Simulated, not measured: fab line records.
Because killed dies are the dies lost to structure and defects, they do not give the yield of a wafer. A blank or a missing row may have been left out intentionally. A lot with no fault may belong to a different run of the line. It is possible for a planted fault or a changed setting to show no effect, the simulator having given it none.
Comparing a struck lot with a sound one -- flow nandHarc -- 15 steps out of a route of 1302
Sound: these wafers, L139.2, L139.4, L139.5. Struck: wafers L151.2, L151.3. (L151.5 of the same lot was not struck and is left out.) The cause comes at the end.
Per side, at each step with rows, come the tool, then ch with its chambers, and then its first start. Under that, the readings that differ: sound wafers -- struck wafers -- difference of the means -- sigmas: that difference in standard deviations of wafers without a fault.
alike: same words and numbers on both sides, and readings whose means sit less than 2 such deviations apart. not compared: any withheld reading, any reading some wafer has no value for, any bound like >300 that may hide the same value, and any number with overlapping values for which the record gives no deviation.
Wherever a step has rows on one side only, a row that says differs or no value, or a row with sigmas, the two part there. Numbers that have no deviation but don't overlap get no sigmas and don't part them. A reading missing from all wafers of one side parts the sides only when that side holds two or more wafers.

NHARC_A_CHANNEL_HOLE_D2_STRIP_28: strips in O2.
  sound: rieDiel-07 ch 0,2,3; struck: rieDiel-11 ch 0,2
  alike: drypumpMotorCurrentA, o2FlowSccm, oesProductAu, rfVppV, showerheadPlenumPTorr, throttleValvePct
  not compared: rfHoursCounterH
then, 2 steps without rows for these wafers: NHARC_A_CHANNEL_HOLE_D2_PRECLEAN_29 (cleans in SC1); NHARC_A_CHANNEL_HOLE_D2_SRD_30.
NHARC_A_CHANNEL_HOLE_D2_CD_MEAS_31:
  sound on cdSem-01 at day 14 03:23; struck on cdSem-02 at day 18 19:34
  alike: cdNm
NHARC_A_CHANNEL_HOLE_D2_XSEM_32:
  sound on xsem-02 ch 0, day 14 03:29; struck on xsem-01 ch 0, day 18 19:39
  alike: botCdNm, bowNm, tiltDeg
NHARC_A_CHANNEL_HOLE_D2_INSPECT_40:
  sound on defectInspect-02 at day 14 03:35; struck on defectInspect-02 at day 18 19:44
reading,sound,struck,difference,sigmas
rawDefectCount,512 359 275,152 172,-220,-3
then, 2 steps without rows for these wafers: NHARC_A_CHANNEL_FILL_D2_PRECLEAN_00 (cleans in SC1); NHARC_A_CHANNEL_FILL_D2_SRD_01.
NHARC_A_CHANNEL_FILL_D2_ALD_02: deposits SiO2, target thk 6 nm, pulse time 10 s, ald cycles 60.
  sound on aldHk-01 ch 0,1,3, day 14 03:51; struck on aldHk-04 ch 0,3, day 18 19:56
  alike: heaterPowerW, precursorPulseHeightRel
  not compared: aldCycles
then, 1 step without rows for these wafers: NHARC_A_CHANNEL_FILL_D2_ALD_03 (deposits SiNx, target thk 6 nm, pulse time 60 s, ald cycles 58).
NHARC_A_CHANNEL_FILL_D2_ALD_14: deposits SiO2, target thk 2.5 nm, pulse time 10 s, ald cycles 25.
  sound on aldHk-01 ch 1,3, day 14 10:48; struck on aldHk-01 ch 2,3, day 19 03:05
  alike: heaterPowerW, precursorPulseHeightRel
  not compared: aldCycles
NHARC_A_CHANNEL_FILL_D2_ALD_15: deposits SiNx, target thk 2 nm, pulse time 60 s, ald cycles 19.
  sound on aldSinBatch-01 ch 0; struck on aldSinBatch-02 ch 0, day 19 06:22
  alike: precursorPulseHeightRel
  not compared: aldCycles
NHARC_A_CHANNEL_FILL_D2_ALD_16: deposits SiO2, target thk 1.5 nm, pulse time 10 s, ald cycles 15.
  sound on aldHk-01 ch 0,3, day 14 16:02; struck on aldHk-02 ch 0,2, day 19 08:27
reading,sound,struck,difference,sigmas
aldCycles,15 15 15,19 19,+4,
  alike: heaterPowerW, precursorPulseHeightRel
then, 1 step without rows for these wafers: NHARC_A_CHANNEL_FILL_D2_ANNEAL_17 (time 1800 s).
NHARC_END_SORT_01:
  the record has rows for the sound wafers here (prober-01 ch 0, day 25 05:31) and none for the struck ones

== WHERE THEY PART ==
Last at NHARC_END_SORT_01 as far as this record goes, first at NHARC_A_CHANNEL_HOLE_D2_INSPECT_40.

WHY: what the simulator had put in
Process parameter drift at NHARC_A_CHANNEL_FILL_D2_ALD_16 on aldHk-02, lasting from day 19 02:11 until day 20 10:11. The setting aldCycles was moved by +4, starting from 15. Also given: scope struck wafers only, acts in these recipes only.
